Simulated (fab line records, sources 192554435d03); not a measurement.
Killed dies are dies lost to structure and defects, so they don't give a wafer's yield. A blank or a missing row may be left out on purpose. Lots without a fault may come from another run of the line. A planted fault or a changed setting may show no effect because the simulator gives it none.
fab line records | flow n5_finfet | part 1 of 2: steps 1 to 4 of 6
record lots=23 wafers=69 last_day=19
route steps=1938 shown BEOL_M0_SAQP@632 BEOL_M0@716
lots that met no fault: from a run of the same line without faults
start_h: hours from the record's first day to the start of the lot's first wafer shown | wait_h: hours since the lot's step before | " the same as in the row above | L1.1+2: a row that stands for several wafers | - no value, or no start given | * or withheld: withheld | < > ~ a bound
route shown NAME@n: a module of which the file shows steps, and the number in the route of the first | usual: mean/standard deviation of fault-free wafers | same: alike in all rows | chamber/n: place in a boat | sites: the reading at each site | _std_site: their standard deviation | _edge_site: outer sites' mean less inner sites' | radius_mm: how far each site lies from the wafer's centre | mask NAME#n: copy n | behind: the tool/chamber that last shaped the wafer | hold: why the lot was held/for how many hours/how that ended | device: the transistor (n, p or np) that didn't switch | end of line: the same wafers' tests at the end of the route | a step without rows: its recipe alone | killed: dies lost to structure and defects at the first sort, not the wafer's yield | map: a wafer's dies, x killed, . not, _ none there
set.NAME: the setting as run; set.NAME@STEP: as run at that earlier step | model.NAME: the simulator's own value behind a step, which no gauge read
steps of the route over a sample of lots; a table a step, a row a wafer
services: from which hour (start_h, from the record's first day; less than 0 if before it) a tool's chamber was out of use, for how many hours, and why
## steps
# step N5_BEOL_M0_SAQP_PECVD_00
# recipe material=SiCN target_thk_a=80 temp_c=withheld precursor=3MS/NH3 pressure_torr=3 rf_w=202 time_s=14
# usual showerhead_plenum_p_Torr=3.654/0.015 throttle_valve_pct=9.2/0.65
# columns lot.wafer tool chamber start_h wait_h showerhead_plenum_p_Torr throttle_valve_pct
L074.2 pecvd-02 1 105.61 0.2 3.658 8.9
L074.3 " 0 " " 3.673 8.7
L074.5 " 1 " " 3.644 9.0
L075.3 pecvd-01 1 111.83 0.1 3.655 10.0
L075.5 " 2 " " 3.643 8.6
L075.6 " 1 " " 3.646 9.9
L076.2 pecvd-02 0 118.85 0.2 3.674 9.0
L076.4 " 1 " " 3.651 8.7
L076.5 " 2 " " 3.652 8.9
L078.1 pecvd-01 0 131.40 0.2 3.644 10.1
L078.3 " 2 " " 3.625 8.9
L078.5 " 2 " " 3.637 9.3
L079.3 pecvd-01 1 134.39 0.1 3.647 9.9
L079.4 " 0 " " 3.623 10.4
L079.6 " 2 " " 3.633 8.8
L080.1 pecvd-02 0 141.11 0.2 3.668 8.9
L080.3 " 1 " " 3.658 8.9
L080.4 " 2 " " 3.664 9.1
L081.1 pecvd-02 1 149.67 0.2 3.649 8.9
L081.2 " 0 " " 3.668 8.9
L081.5 " 2 " " 3.660 8.9
L082.1 pecvd-01 0 152.68 0.2 3.643 10.4
L082.3 " 2 " " 3.635 8.8
L082.4 " 2 " " 3.640 8.9
L083.1 pecvd-02 1 158.76 0.2 3.658 8.9
L083.3 " 2 " " 3.670 8.9
L083.6 " 2 " " 3.666 9.2
L084.1 pecvd-01 2 167.84 0.2 3.640 8.9
L084.3 " 0 " " 3.643 10.4
L084.4 " 1 " " 3.664 9.9
L086.1 pecvd-04 2 176.43 0.2 3.674 8.3
L086.2 " 0 " " 3.674 10.3
L086.6 " 1 " " 3.634 8.2
L085.3 pecvd-01 0 179.45 0.1 3.636 10.0
L085.4 " 0 " " 3.638 10.0
L085.6 " 1 " " 3.654 9.8
L087.3 pecvd-04 2 183.35 0.1 3.674 8.6
L087.5 " 1 " " 3.631 8.6
L087.6 " 2 " " 3.676 8.4
L088.1 pecvd-02 2 194.15 0.2 3.673 8.9
L088.3 " 0 " " 3.662 8.6
L088.5 " 0 " " 3.669 8.9
L089.3 pecvd-01 1 197.15 0.1 3.658 9.6
L089.5 " 2 " " 3.637 8.6
L089.6 " 1 " " 3.655 9.9
L090.1 pecvd-01 0 201.43 0.2 3.639 10.0
L090.2 " 2 " " 3.631 9.0
L090.4 " 2 " " 3.639 8.7
L091.1 pecvd-02 0 204.46 0.2 3.673 8.6
L091.2 " 2 " " 3.671 9.0
L091.4 " 0 " " 3.662 9.0
L092.1 pecvd-02 1 211.88 0.2 3.660 9.0
L092.2 " 0 " " 3.670 8.9
L092.6 " 1 " " 3.651 8.8
L093.1 pecvd-04 2 217.50 0.2 3.679 8.4
L093.3 " 1 " " 3.633 8.6
L093.6 " 1 " " 3.635 8.6
L094.1 pecvd-01 0 223.89 0.2 3.640 10.2
L094.3 " 1 " " 3.650 9.9
L094.4 " 0 " " 3.641 10.4
L095.1 pecvd-01 0 232.55 0.2 3.635 10.4
L095.2 " 1 " " 3.665 10.0
L095.5 " 0 " " 3.635 10.4
L097.2 pecvd-04 0 244.56 0.2 3.664 10.1
L097.5 " 0 " " 3.667 9.8
L097.6 " 2 " " 3.684 8.7
L096.1 pecvd-02 2 247.55 0.2 3.668 9.1
L096.5 " 2 " " 3.663 9.6
L096.6 " 0 " " 3.676 8.7
# step N5_BEOL_M0_SAQP_OVL_MEAS_15
# recipe points_per_wafer=44
# usual M0_CORE_OVL=0.0/0.62
# same points_per_wafer=44
# columns lot.wafer tool chamber start_h wait_h M0_CORE_OVL[nm]
L074.2 overlay-01 0 106.64 0.0 0.1
L074.3 " 0 " " -0.1
L074.5 " 0 " " -0.2
L075.3 overlay-01 0 112.72 0.0 1.5
L075.5 " 0 " " 0.5
L075.6 " 0 " " 1.1
L076.2 overlay-02 0 121.74 0.0 0.3
L076.4 " 0 " " -0.7
L076.5 " 0 " " -0.2
L078.1 overlay-01 0 133.20 0.0 1.2
L078.3 " 0 " " 0.0
L078.5 " 0 " " 0.8
L079.3 overlay-02 0 136.23 0.0 1.1
L079.4 " 0 " " -1.1
L079.6 " 0 " " 0.2
L080.1 overlay-01 0 142.57 0.0 0.4
L080.3 " 0 " " 0.9
L080.4 " 0 " " -0.2
L081.1 overlay-01 0 151.71 0.0 -0.9
L081.2 " 0 " " 0.0
L081.5 " 0 " " -0.8
L082.1 overlay-02 0 153.66 0.0 -0.2
L082.3 " 0 " " -0.6
L082.4 " 0 " " -0.9
L083.1 overlay-01 0 162.94 0.0 0.3
L083.3 " 0 " " -0.1
L083.6 " 0 " " -0.7
L084.1 overlay-01 0 169.56 0.0 0.0
L084.3 " 0 " " 0.3
L084.4 " 0 " " -1.1
L086.1 overlay-02 0 178.28 0.0 -1.9
L086.2 " 0 " " 0.3
L086.6 " 0 " " 0.6
L085.3 overlay-01 0 180.69 0.0 -0.5
L085.4 " 0 " " 0.7
L085.6 " 0 " " 0.4
L087.3 overlay-02 0 184.61 0.0 0.0
L087.5 " 0 " " -0.2
L087.6 " 0 " " -0.6
L088.1 overlay-02 0 194.95 0.0 0.4
L088.3 " 0 " " 0.1
L088.5 " 0 " " 0.3
L089.3 overlay-02 0 200.02 0.0 1.1
L089.5 " 0 " " 0.7
L089.6 " 0 " " -0.5
L090.1 overlay-01 0 202.28 0.0 -0.8
L090.2 " 0 " " 0.4
L090.4 " 0 " " 0.5
L091.1 overlay-02 0 205.59 0.0 0.4
L091.2 " 0 " " 0.3
L091.4 " 0 " " 0.3
L092.1 overlay-01 0 214.53 0.0 -0.9
L092.2 " 0 " " 0.5
L092.6 " 0 " " 0.7
L093.1 overlay-02 0 219.61 0.0 -0.7
L093.3 " 0 " " -0.4
L093.6 " 0 " " -0.4
L094.1 overlay-01 0 224.87 0.0 -0.6
L094.3 " 0 " " -0.3
L094.4 " 0 " " 0.5
L095.1 overlay-01 0 234.81 0.0 0.4
L095.2 " 0 " " -0.2
L095.5 " 0 " " -0.5
L097.2 overlay-02 0 246.19 0.0 0.1
L097.5 " 0 " " -0.1
L097.6 " 0 " " 0.0
L096.1 overlay-01 0 249.26 0.0 -0.3
L096.5 " 0 " " 0.4
L096.6 " 0 " " -0.7
# step N5_BEOL_M0_SAQP_ETCH_106
# recipe chemistry=N2/H2 target=SOC target_depth_a=1500 stop_on=SiNx ion_energy_ev=100 bias_w=61 pressure_mtorr=30 source_w=850 n2_flow_sccm=200 h2_flow_sccm=200
# usual drypump_motor_current_A=5.8/0.4 oes_product_au=0.76/0.058 rf_vpp_V=241.3/1.2 showerhead_plenum_p_Torr=2.59/0.071 throttle_valve_pct=17.90/0.15
# columns lot.wafer tool chamber start_h wait_h drypump_motor_current_A oes_product_au rf_hours_counter_h rf_vpp_V showerhead_plenum_p_Torr throttle_valve_pct
L074.2 rie_diel-05 3 109.54 - 5.7 0.88 31 241.7 2.71 17.82
L074.3 " 2 " " 5.7 0.73 179 241.9 2.63 18.01
L074.5 " 0 " " 5.2 0.82 - 242.4 2.58 18.10
L075.3 rie_diel-04 0 115.21 - 5.4 0.87 42 241.6 2.70 17.59
L075.5 " 0 " " 5.4 0.86 - 243.2 2.70 17.59
L075.6 " 3 " " 6.4 0.72 - 241.6 2.54 17.79
L076.2 rie_diel-05 1 124.18 - 5.8 0.74 151 241.9 2.65 17.84
L076.4 " 2 " " 5.7 0.74 183 243.3 2.63 18.01
L076.5 " 3 " " 5.7 0.87 - 242.8 2.71 17.83
L078.1 rie_diel-04 1 135.65 - 6.2 0.75 131 241.7 2.55 18.03
L078.3 " 3 " " 6.5 0.71 162 240.7 2.54 17.80
L078.5 " 2 " " 6.5 0.73 - 240.3 2.53 17.83
L079.3 rie_diel-03 3 138.57 - 5.6 0.70 194 240.9 2.52 17.91
L079.4 " 3 " " 5.6 0.70 - 240.6 2.52 17.91
L079.6 " 0 " " 6.4 0.73 - 238.3 2.52 17.80
L080.1 rie_diel-03 3 145.84 - 5.6 0.70 198 239.5 2.52 17.91
L080.3 " 1 " " 6.0 0.89 26 239.8 2.49 17.75
L080.4 " 0 " " 6.4 0.73 - 239.8 2.52 17.81
L081.1 rie_diel-05 2 154.03 - 5.7 0.73 192 242.0 2.62 18.02
L081.2 " 1 " " 5.8 0.73 160 240.5 2.65 17.85
L081.5 " 3 " " 5.8 0.85 - 242.9 2.71 17.83
L082.1 rie_diel-04 2 156.06 - 6.5 0.72 197 239.8 2.53 17.84
L082.3 " 1 " " 6.2 0.76 138 241.3 2.55 18.03
L082.4 " 0 " " 5.4 0.85 55 242.3 2.70 17.61
L083.1 rie_diel-03 1 165.30 - 6.0 0.87 32 239.2 2.49 17.77
L083.3 " 0 " " 6.4 0.73 200 239.8 2.51 17.82
L083.6 " 0 " " 6.4 0.72 - 240.9 2.51 17.84
L084.1 rie_diel-04 0 171.89 - 5.5 0.85 60 242.2 2.69 17.62
L084.3 " 2 " " 6.5 0.73 202 241.3 2.53 17.86
L084.4 " 3 " " 6.4 0.71 173 241.1 2.54 17.81
L086.1 rie_diel-04 2 180.87 - 6.5 0.72 204 240.3 2.53 17.85
L086.2 " 1 " " 6.1 0.76 145 240.7 2.55 18.05
L086.6 " 3 " " 6.5 0.70 - 240.0 2.53 17.82
L085.3 rie_diel-05 2 187.13 - 5.7 0.72 201 242.3 2.62 18.06
L085.4 " 0 " " 5.2 0.79 88 241.4 2.57 18.13
L085.6 " 2 " " 5.7 0.72 - 241.6 2.62 18.05
L087.3 rie_diel-05 1 188.49 - 5.8 0.72 169 243.3 2.64 17.88
L087.5 " 0 " " 5.3 0.79 - 240.2 2.57 18.13
L087.6 " 1 " " 5.8 0.73 - 241.9 2.64 17.88
L088.1 rie_diel-03 2 197.54 - 5.5 0.73 184 240.5 2.52 17.68
L088.3 " 0 " " 6.4 0.72 209 240.1 2.51 17.83
L088.5 " 1 " " 6.0 0.86 - 238.5 2.49 17.78
L089.3 rie_diel-03 3 202.51 - 5.6 0.69 215 240.1 2.52 17.93
L089.5 " 0 " " 6.3 0.72 - 240.5 2.51 17.84
L089.6 " 3 " " 5.6 0.69 - 239.6 2.52 17.95
L090.1 rie_diel-05 1 205.70 - 5.8 0.72 174 241.6 2.64 17.88
L090.2 " 3 " " 5.7 0.83 59 242.3 2.70 17.87
L090.4 " 2 " " 5.7 0.72 206 241.5 2.62 18.05
L091.1 rie_diel-05 0 208.25 - 5.3 0.79 94 240.7 2.56 18.14
L091.2 " 2 " " 5.7 0.72 207 242.0 2.62 18.05
L091.4 " 1 " " 5.8 0.71 175 243.1 2.64 17.89
L092.1 rie_diel-03 3 216.90 - 5.6 0.69 219 239.6 2.51 17.95
L092.2 " 2 " " 5.5 0.72 191 240.9 2.52 17.71
L092.6 " 0 " " 6.4 0.72 - 239.3 2.51 17.84
L093.1 rie_diel-05 2 222.49 - 5.7 0.72 212 242.3 2.62 18.06
L093.3 " 0 " " 5.2 0.78 99 240.6 2.56 18.16
L093.6 " 2 " " 5.7 0.71 - 242.7 2.62 18.05
L094.1 rie_diel-04 0 227.41 - 5.4 0.82 76 242.4 2.69 17.66
L094.3 " 1 " " 6.2 0.74 158 240.2 2.54 18.07
L094.4 " 3 " " 6.4 0.69 188 241.2 2.53 17.85
L095.1 rie_diel-05 3 237.41 - 5.7 0.82 69 242.1 2.70 17.88
L095.2 " 1 " " 5.8 0.71 185 242.7 2.64 17.90
L095.5 " 0 " " 5.2 0.78 - 242.8 2.56 18.15
L097.2 rie_diel-05 0 248.83 - 5.2 0.78 107 241.8 2.56 18.15
L097.5 " 1 " " 5.8 0.71 - 242.6 2.64 17.91
L097.6 " 0 " " 5.2 0.77 - 240.8 2.56 18.16
L096.1 rie_diel-04 3 253.13 - 6.5 0.69 194 240.9 2.53 17.84
L096.5 " 0 " " 5.4 0.81 - 242.0 2.68 17.65
L096.6 " 1 " " 6.2 0.73 - 241.1 2.54 18.09
# step N5_BEOL_M0_SAQP_STRIP_108
# recipe chemistry=N2/H2 power_w=500 temp_c=40 pressure_mtorr=50 rf_frequency_hz=6e+07 overash_fraction=0.3 bias_power_w=28 h2_frac=0.5 n2_flow_sccm=300 h2_flow_sccm=300
# usual drypump_motor_current_A=5.8/0.41 oes_product_au=0.77/0.061 rf_vpp_V=122.1/0.93 showerhead_plenum_p_Torr=3.42/0.09 temp_c=40.01/0.11 throttle_valve_pct=19.07/0.26
# columns lot.wafer tool chamber start_h wait_h drypump_motor_current_A oes_product_au rf_hours_counter_h rf_vpp_V showerhead_plenum_p_Torr temp_c throttle_valve_pct
L074.2 rie_diel-05 3 109.64 0.0 5.7 0.89 31 122.4 3.57 39.94 18.88
L074.3 " 2 " " 5.7 0.75 179 122.2 3.47 40.02 19.06
L074.5 " 0 " " 5.2 0.82 - 122.3 3.40 40.09 19.62
L075.3 rie_diel-04 0 115.31 0.0 5.4 0.88 42 124.3 3.56 39.89 18.68
L075.5 " 0 " " 5.4 0.87 - 121.6 3.56 39.98 18.67
L075.6 " 3 " " 6.5 0.72 - 121.1 3.36 39.80 18.95
L076.2 rie_diel-05 1 124.28 0.0 5.8 0.75 151 121.4 3.50 40.03 18.85
L076.4 " 2 " " 5.7 0.75 183 121.6 3.47 39.95 19.06
L076.5 " 3 " " 5.7 0.88 - 123.6 3.57 39.89 18.90
L078.1 rie_diel-04 1 135.75 0.0 6.3 0.77 131 121.7 3.37 39.89 19.20
L078.3 " 3 " " 6.5 0.72 162 121.1 3.36 40.01 18.96
L078.5 " 2 " " 6.5 0.73 - 121.3 3.35 40.13 19.13
L079.3 rie_diel-03 3 138.67 0.0 5.6 0.70 194 121.6 3.34 39.98 18.88
L079.4 " 3 " " 5.6 0.71 - 122.0 3.34 40.27 18.90
L079.6 " 0 " " 6.4 0.74 - 122.3 3.33 39.95 18.84
L080.1 rie_diel-03 3 145.94 0.0 5.6 0.71 198 122.2 3.33 40.23 18.89
L080.3 " 1 " " 6.0 0.89 26 121.1 3.29 40.00 19.23
L080.4 " 0 " " 6.4 0.74 - 122.4 3.32 39.85 18.86
L081.1 rie_diel-05 2 154.13 0.0 5.7 0.74 192 121.9 3.46 39.87 19.09
L081.2 " 1 " " 5.8 0.74 160 123.1 3.49 40.06 18.89
L081.5 " 3 " " 5.8 0.88 - 121.6 3.57 39.83 18.90
L082.1 rie_diel-04 2 156.16 0.0 6.5 0.73 197 122.8 3.34 40.03 19.14
L082.3 " 1 " " 6.1 0.77 138 121.2 3.37 39.88 19.22
L082.4 " 0 " " 5.4 0.85 55 123.1 3.55 40.03 18.71
L083.1 rie_diel-03 1 165.40 0.0 6.1 0.90 32 121.9 3.29 40.00 19.23
L083.3 " 0 " " 6.4 0.73 200 122.4 3.32 39.94 18.87
L083.6 " 0 " " 6.4 0.73 - 121.5 3.32 40.07 18.87
L084.1 rie_diel-04 0 171.99 0.0 5.4 0.86 60 123.2 3.55 40.20 18.71
L084.3 " 2 " " 6.5 0.74 202 121.8 3.34 39.96 19.15
L084.4 " 3 " " 6.5 0.71 173 122.7 3.35 39.98 18.98
L086.1 rie_diel-04 2 180.97 0.0 6.5 0.73 204 121.8 3.34 39.98 19.16
L086.2 " 1 " " 6.2 0.75 145 122.0 3.36 40.08 19.21
L086.6 " 3 " " 6.5 0.71 - 122.4 3.35 39.94 18.98
L085.3 rie_diel-05 2 187.23 0.0 5.7 0.73 201 123.1 3.46 40.04 19.10
L085.4 " 0 " " 5.2 0.81 88 122.6 3.39 39.91 19.65
L085.6 " 2 " " 5.7 0.74 - 123.7 3.46 40.07 19.11
L087.3 rie_diel-05 1 188.59 0.0 5.8 0.73 169 122.8 3.49 40.02 18.89
L087.5 " 0 " " 5.2 0.80 - 124.1 3.39 39.80 19.65
L087.6 " 1 " " 5.8 0.73 - 121.0 3.49 40.10 18.88
L088.1 rie_diel-03 2 197.64 0.0 5.5 0.74 184 122.8 3.34 40.01 18.90
L088.3 " 0 " " 6.4 0.72 209 120.5 3.32 40.11 18.87
L088.5 " 1 " " 6.0 0.87 - 120.2 3.29 40.27 19.24
L089.3 rie_diel-03 3 202.61 0.0 5.7 0.70 215 121.6 3.33 39.89 18.93
L089.5 " 0 " " 6.4 0.73 - 121.2 3.32 39.99 18.89
L089.6 " 3 " " 5.6 0.69 - 121.1 3.33 39.82 18.91
L090.1 rie_diel-05 1 205.80 0.0 5.8 0.73 174 120.3 3.48 39.98 18.89
L090.2 " 3 " " 5.8 0.84 59 122.9 3.56 40.01 18.93
L090.4 " 2 " " 5.7 0.72 206 123.2 3.46 40.11 19.12
L091.1 rie_diel-05 0 208.35 0.0 5.3 0.81 95 121.8 3.39 39.80 19.65
L091.2 " 2 " " 5.7 0.73 207 122.4 3.46 39.95 19.11
L091.4 " 1 " " 5.9 0.74 175 121.0 3.48 40.04 18.91
L092.1 rie_diel-03 3 217.00 0.0 5.6 0.69 220 121.8 3.32 40.02 18.95
L092.2 " 2 " " 5.5 0.73 191 120.4 3.33 40.04 18.93
L092.6 " 0 " " 6.4 0.71 - 121.7 3.31 40.22 18.88
L093.1 rie_diel-05 2 222.59 0.0 5.7 0.72 213 121.7 3.45 40.15 19.13
L093.3 " 0 " " 5.2 0.79 99 122.4 3.38 40.31 19.65
L093.6 " 2 " " 5.7 0.72 - 123.2 3.45 40.12 19.11
L094.1 rie_diel-04 0 227.51 0.0 5.4 0.84 76 123.4 3.54 40.06 18.75
L094.3 " 1 " " 6.1 0.76 158 121.6 3.36 40.17 19.25
L094.4 " 3 " " 6.5 0.69 188 121.3 3.34 39.93 19.00
L095.1 rie_diel-05 3 237.51 0.0 5.7 0.83 69 122.0 3.55 39.94 18.96
L095.2 " 1 " " 5.8 0.72 185 122.1 3.48 40.02 18.90
L095.5 " 0 " " 5.2 0.79 - 122.2 3.38 40.14 19.66
L097.2 rie_diel-05 0 248.93 0.0 5.2 0.78 107 121.8 3.38 40.20 19.66
L097.5 " 1 " " 5.8 0.72 - 122.8 3.48 40.04 18.90
L097.6 " 0 " " 5.2 0.78 - 122.2 3.38 39.99 19.69
L096.1 rie_diel-04 3 253.23 0.0 6.5 0.70 194 122.7 3.34 39.96 19.01
L096.5 " 0 " " 5.4 0.82 - 122.6 3.54 39.99 18.76
L096.6 " 1 " " 6.2 0.74 - 121.9 3.35 40.03 19.25
